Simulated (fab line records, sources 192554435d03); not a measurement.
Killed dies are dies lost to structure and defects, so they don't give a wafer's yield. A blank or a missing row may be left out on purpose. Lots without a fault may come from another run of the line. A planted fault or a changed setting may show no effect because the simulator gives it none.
fab line records | flow n5_finfet
record lots=13 wafers=36 last_day=19
route steps=1938 shown BEOL_M3@1008 MIM_TOP_ETCH@1852 PASSIVATION@1925
lots that met no fault: from a run of the same line without faults
start_h: hours from the record's first day to the start of the lot's first wafer shown | wait_h: hours since the lot's step before | " the same as in the row above | L1.1+2: a row that stands for several wafers | - no value, or no start given | * or withheld: withheld | < > ~ a bound
route shown NAME@n: a module of which the file shows steps, and the number in the route of the first | usual: mean/standard deviation of fault-free wafers | same: alike in all rows | chamber/n: place in a boat | sites: the reading at each site | _std_site: their standard deviation | _edge_site: outer sites' mean less inner sites' | radius_mm: how far each site lies from the wafer's centre | mask NAME#n: copy n | behind: the tool/chamber that last shaped the wafer | hold: why the lot was held/for how many hours/how that ended | device: the transistor (n, p or np) that didn't switch | end of line: the same wafers' tests at the end of the route | a step without rows: its recipe alone | killed: dies lost to structure and defects at the first sort, not the wafer's yield | map: a wafer's dies, x killed, . not, _ none there
set.NAME: the setting as run; set.NAME@STEP: as run at that earlier step | model.NAME: the simulator's own value behind a step, which no gauge read
steps of the route over a sample of lots; a table a step, a row a wafer
services: from which hour (start_h, from the record's first day; less than 0 if before it) a tool's chamber was out of use, for how many hours, and why
## steps
# step N5_BEOL_M3_SPUTTER_94
# recipe material=Cu target_thk_a=45 temp_c=-20 chamber_pressure_pa=0.07 power_w=withheld time_s=8.29
# usual substrate_temp_c=-20.01/0.11 throttle_valve_pct=30.2/0.7
# columns lot.wafer tool chamber start_h wait_h substrate_temp_c throttle_valve_pct
L993.2 pvd_sputter-01 - 186.50 0.1 -20.07 30.9
L993.5 " - " " -20.04 31.0
L993.6 " - " " -20.07 29.9
L995.1 pvd_sputter-03 - 192.66 0.1 -20.02 29.0
L995.3 " - " " -20.01 29.8
L995.6 " - " " -20.05 29.9
L996.4 pvd_sputter-02 - 195.92 0.1 -20.08 30.5
L996.5 " - " " -19.81 29.8
L996.6 " - " " -20.14 31.7
L998.3 pvd_sputter-02 - 199.84 0.1 -19.93 31.7
L998.4 " - " " -19.89 29.8
L998.5 " - " " -19.99 30.0
L999.2 pvd_sputter-03 - 202.79 0.1 -20.06 30.1
L999.3 " - " " -20.06 29.7
L999.5 " - " " -20.01 29.9
L101.3 pvd_sputter-02 - 216.35 4.7 -20.18 31.5
L101.4 " - " " -20.08 30.0
L101.5 " - " " -20.23 31.5
L100.2 pvd_sputter-02 - 232.79 0.1 -19.85 29.9
L100.3 " - " " -20.10 31.7
L100.6 " - " " -19.97 29.7
L102.1 pvd_sputter-03 - 237.81 0.1 -19.93 29.4
L102.4 " - " " -20.08 30.2
L102.6 " - " " -19.90 29.2
L109.2 pvd_sputter-03 - 280.69 0.1 -20.12 29.4
L109.3 " - " " -20.05 29.9
L109.4 " - " " -19.82 30.5
L111.5 pvd_sputter-01 - 286.08 0.0 -19.80 30.9
L111.6 " - " " -19.87 31.3
L114.1 pvd_sputter-03 - 299.53 0.1 -20.02 29.8
L114.3 " - " " -19.94 29.2
L114.5 " - " " -19.99 29.3
L113.1 pvd_sputter-01 - 305.74 0.1 -20.13 30.9
L113.4 " - " " -19.84 30.1
L115.4 pvd_sputter-02 - 321.85 0.1 -20.12 30.7
L115.5 " - " " -20.13 31.6
# step N5_MIM_TOP_ETCH_STRIP_01
# recipe chemistry=O2 power_w=600 temp_c=60 pressure_mtorr=30 rf_frequency_hz=6e+07 bias_power_w=0 overash_fraction=0.5 o2_flow_sccm=225
# usual drypump_motor_current_A=5.5/0.5 oes_product_au=0.80/0.078 rf_vpp_V=3.7/1.4 showerhead_plenum_p_Torr=2.10/0.074 throttle_valve_pct=16.68/0.24
# columns lot.wafer tool chamber start_h wait_h drypump_motor_current_A oes_product_au rf_hours_counter_h rf_vpp_V showerhead_plenum_p_Torr throttle_valve_pct
L993.2 rie_diel-04 0 294.53 0.1 5.3 0.84 55 2.6 2.10 16.56
L993.5 " 3 " " 6.4 0.73 - 4.0 2.06 16.84
L993.6 " 1 " " 5.6 0.76 - 1.9 2.09 16.80
L996.4 rie_diel-01 3 312.62 0.2 5.6 0.86 48 4.4 2.15 16.39
L996.5 " 3 " " 5.6 0.87 - 2.5 2.15 16.34
L996.6 " 2 " " 5.5 0.84 - 6.0 2.04 16.52
L995.1 rie_diel-01 0 312.66 0.1 5.4 0.89 42 3.0 2.23 16.72
L995.3 " 2 " " 5.4 0.83 74 2.7 2.04 16.54
L995.6 " 0 " " 5.4 0.90 - 3.4 2.23 16.67
L998.3 rie_diel-03 2 315.71 0.1 5.1 0.79 132 1.0 2.09 16.66
L998.4 " 1 " " 5.6 0.71 225 3.9 2.08 17.05
L998.5 " 2 " " 5.1 0.78 - 3.1 2.09 16.62
L999.2 rie_diel-03 0 318.53 0.4 5.0 0.88 51 2.7 2.21 16.41
L999.3 " 1 " " 5.6 0.68 225 3.3 2.08 17.06
L999.5 " 2 " " 5.1 0.79 - 3.3 2.09 16.67
L101.3 rie_diel-04 2 334.50 0.1 4.7 0.97 6 4.5 2.24 16.23
L101.4 " 1 " " 5.6 0.74 190 3.0 2.09 16.86
L101.5 " 3 " " 6.4 0.73 - 3.8 2.06 16.86
L100.2 rie_diel-03 0 340.22 0.2 4.9 0.87 56 2.3 2.21 16.45
L100.3 " 3 " " 6.2 0.79 82 2.7 2.03 16.73
L100.6 " 1 " " 5.6 0.70 - 2.3 2.08 17.08
L102.1 rie_diel-03 0 340.83 0.1 5.0 0.88 57 3.9 2.21 16.44
L102.4 " 1 " " 5.6 0.70 231 5.4 2.08 17.06
L102.6 " 1 " " 5.6 0.69 - 4.8 2.08 17.08
L109.2 rie_diel-04 3 390.67 0.1 6.4 0.70 213 2.7 2.05 16.89
L109.3 " 0 " " 5.3 0.81 82 2.8 2.08 16.62
L109.4 " 0 " " 5.2 0.80 - 4.4 2.09 16.64
L111.5 rie_diel-01 3 401.41 0.0 5.6 0.84 - 2.6 2.14 16.44
L111.6 " 2 " " 5.5 0.82 - 4.2 2.03 16.56
L114.1 rie_diel-01 3 417.95 0.1 5.6 0.82 80 3.5 2.14 16.46
L114.3 " 1 " " 5.1 0.69 243 2.9 1.97 17.08
L114.5 " 0 " " 5.4 0.86 - 5.1 2.22 16.75
L113.1 rie_diel-04 2 418.43 0.1 4.7 0.93 33 3.3 2.23 16.25
L113.4 " 1 " " 5.7 0.72 211 4.5 2.08 16.90
L115.4 rie_diel-03 1 438.35 0.2 5.6 0.97 5 2.1 2.08 16.59
L115.5 " 0 " " 5.0 0.83 - 4.8 2.20 16.48
# step N5_PASSIVATION_CD_MEAS_44
# recipe target_cd_nm=40000 landing_energy_ev=500 detector=se_inlens
# usual cd_nm=39999/5.6
# columns lot.wafer tool chamber start_h wait_h cd_nm
L993.2 cd_sem-02 0 304.43 - 39998
L993.5 " 0 " " 40005
L993.6 " 0 " " 40005
L996.4 cd_sem-01 0 320.10 - 39997
L996.5 " 0 " " 40000
L996.6 " 0 " " 40003
L995.1 cd_sem-02 0 321.54 - 40006
L995.3 " 0 " " 39997
L995.6 " 0 " " 39999
L998.3 cd_sem-01 0 322.12 - 40000
L998.4 " 0 " " 40000
L998.5 " 0 " " 40006
L999.2 cd_sem-02 0 330.31 - 39996
L999.3 " 0 " " 39988
L999.5 " 0 " " 39997
L101.3 cd_sem-02 0 342.25 - 39994
L101.4 " 0 " " 39999
L101.5 " 0 " " 39999
L100.2 cd_sem-02 0 345.59 - 39995
L100.3 " 0 " " 39995
L100.6 " 0 " " 39992
L102.1 cd_sem-01 0 348.14 - 39995
L102.4 " 0 " " 39997
L102.6 " 0 " " 40007
L109.2 cd_sem-03 0 398.71 - 39997
L109.3 " 0 " " 40000
L109.4 " 0 " " 40004
L111.5 cd_sem-02 0 408.91 - 40005
L111.6 " 0 " " 40012
L113.1 cd_sem-03 0 427.09 - 39999
L113.4 " 0 " " 40012
L114.1 cd_sem-01 0 427.29 - 40002
L114.3 " 0 " " 40005
L114.5 " 0 " " 40010
L115.4 cd_sem-01 0 446.38 - 40000
L115.5 " 0 " " 39999
# step N5_PASSIVATION_PROBE_49
# usual defect_limited_yield=91.3/1.4 killed_at_M0_to_M3=36/10 killed_at_M4_up=13/5.4 killed_at_contacts=12/5.3 killed_at_front_end=39/10 killed_at_other=3.2/2.7 killed_dies=103/16 killed_open=68/13 killed_short=33/6.6 sort_bin_4_leakage=0.01/0.031 sort_bin_5_function=5.1/0.92 sort_bin_6_memory=3.3/0.68 sort_bin_8_speed=0.1/0.41 sort_n_pass=1077/17 sort_yield_pct=91.2/1.4
# same gross_dies=1180 killed_at_back_side=0
# columns lot.wafer tool chamber start_h wait_h defect_limited_yield[%] killed_at_M0_to_M3 killed_at_M4_up killed_at_contacts killed_at_front_end killed_at_other killed_dies killed_open killed_short sort_bin_4_leakage[%] sort_bin_5_function[%] sort_bin_6_memory[%] sort_bin_8_speed[%] sort_n_pass sort_yield_pct[%]
L101.3 prober-02 - 345.52 0.1 87.6 84 11 5 41 5 146 58 27 0 6.5 3.6 0.1 1034 87.6
L101.4 prober-02 - 345.57 0.2 82.5 148 7 15 34 2 206 48 40 0 10.9 4.3 0 974 82.5
L101.5 prober-02 - 345.62 0.2 87.5 97 11 7 30 2 147 64 25 0 6.9 3.9 0 1033 87.5
L100.2 prober-01 - 349.54 0.8 79.2 164 11 18 51 2 246 83 37 0 13.9 5.0 0 934 79.2
L100.3 prober-01 - 349.59 0.9 86.1 89 11 5 53 6 164 62 41 0 8.1 4.0 0 1016 86.1
L100.6 prober-01 - 349.74 1.0 81.9 142 7 6 59 0 214 68 31 0 11.1 4.3 4.1 918 77.8
L111.6 prober-02 - 412.39 0.3 90.0 34 19 12 48 5 118 83 35 0 5.5 4.2 0 1062 90.0
# killed by level:class
L101.3 BEOL_M3:unspecified=58 STI_FIN_REVEAL:geometric_particle:open=24 BEOL_M0_SAQP:geometric_particle:short=9 BEOL_M4:geometric_particle:open=8 BEOL_M0_SAQP:geometric_particle:open=5 GATE_CUT:geometric_particle:short=3 MOL_CONTACT_COAG:geometric_particle:open=3 BEOL_M0:geometric_particle:open=3
L101.4 BEOL_M3:unspecified=117 MOL_CONTACT_COAG:geometric_particle:open=14 STI_FIN_REVEAL:geometric_particle:open=13 BEOL_M0_SAQP:geometric_particle:short=13 BEOL_M1:geometric_particle:open=6 STI_FIN_REVEAL:geometric_particle:short=5 BEOL_M1:geometric_particle:short=4 BEOL_M0_SAQP:geometric_particle:open=4
L101.5 BEOL_M3:unspecified=57 STI_FIN_REVEAL:geometric_particle:open=18 BEOL_M0_SAQP:geometric_particle:short=12 BEOL_M3:geometric_particle:open=9 MOL_CONTACT_COAG:geometric_particle:open=7 BEOL_M2:geometric_particle:open=6 BEOL_M4:geometric_particle:open=6 BEOL_M0_SAQP:geometric_particle:open=5
L100.2 BEOL_M3:unspecified=125 MOL_CONTACT_COAG:geometric_particle:open=15 FIN_SAQP:geometric_particle:open=13 BEOL_M2:geometric_particle:open=13 BEOL_M3:geometric_particle:open=8 STI_FIN_REVEAL:geometric_particle:open=7 FIN_SAQP:geometric_particle:short=6 BEOL_M4:geometric_particle:open=5
L100.3 BEOL_M3:unspecified=58 FIN_SAQP:geometric_particle:open=10 GATE_CUT:geometric_particle:short=7 ILD0:geometric_particle:open=7 BEOL_M2:geometric_particle:open=7 FIN_SAQP:geometric_particle:short=6 BEOL_M1:geometric_particle:open=6 STI_FIN_REVEAL:geometric_particle:open=5
L100.6 BEOL_M3:unspecified=113 FIN_SAQP:geometric_particle:open=24 FIN_SAQP:geometric_particle:short=10 MOL_CONTACT_COAG:geometric_particle:open=6 BEOL_M3:geometric_particle:open=6 BEOL_M0_SAQP:geometric_particle:short=5 BEOL_M1:geometric_particle:open=5 BEOL_M2:geometric_particle:open=5
L111.6 STI_FIN_REVEAL:geometric_particle:open=14 FIN_SAQP:geometric_particle:short=12 MOL_CONTACT_COAG:geometric_particle:open=12 FIN_SAQP:geometric_particle:open=11 BEOL_M4:geometric_particle:open=11 BEOL_M0_SAQP:geometric_particle:open=7 BEOL_M1:geometric_particle:open=7 BEOL_M0_SAQP:geometric_particle:short=5
## services
# columns tool chamber start_h hours kind
rie_diel-04 - 167.56 0.5 repair
rie_diel-01 0 223.37 15.1 repair
rie_diel-01 3 232.64 22.4 repair
rie_diel-03 - 244.35 28.1 pm
rie_diel-04 2 292.60 - clean
rie_diel-04 2 292.60 - consumable_replace:focus_ring
rie_diel-04 2 292.60 - consumable_replace:showerhead
rie_diel-04 2 292.60 22.2 scheduled_down
rie_diel-04 2 292.60 22.2 vent_cycle
rie_diel-03 - 302.43 0.1 repair
rie_diel-04 - 305.71 4.3 pm
rie_diel-01 - 311.69 0.4 repair
pvd_sputter-01 - 367.25 3.0 repair
pvd_sputter-03 - 385.93 7.3 repair
rie_diel-04 1 386.02 8.0 repair
rie_diel-03 1 408.68 - clean
rie_diel-03 1 408.68 - consumable_replace:focus_ring
rie_diel-03 1 408.68 12.4 scheduled_down
rie_diel-03 1 408.68 12.4 vent_cycle
## key
first_sign step=N5_PASSIVATION_PROBE_49 reading=killed_at_M0_to_M3 direction=up sigmas=8.2 usual=36 struck=121
effect step=N5_PASSIVATION_PROBE_49 reading=defect_limited_yield direction=down sigmas=5.2 usual=91.3 struck=84.1
more_kills_born_at N5_BEOL_M3_SPUTTER_94@pvd_sputter-02=528
met_at N5_BEOL_M3_SPUTTER_94
struck_lots L100,L101
not_acting_at N5_MIM_TOP_ETCH_STRIP_01,N5_PASSIVATION_CD_MEAS_44
onset_between 199.84 216.35
fault kind=chamber_particle_source tool=pvd_sputter-02 chamber=- onset_h=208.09 steps=N5_BEOL_M3_SPUTTER_94 rate_per_visit_cm2=0.86554 end_h=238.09
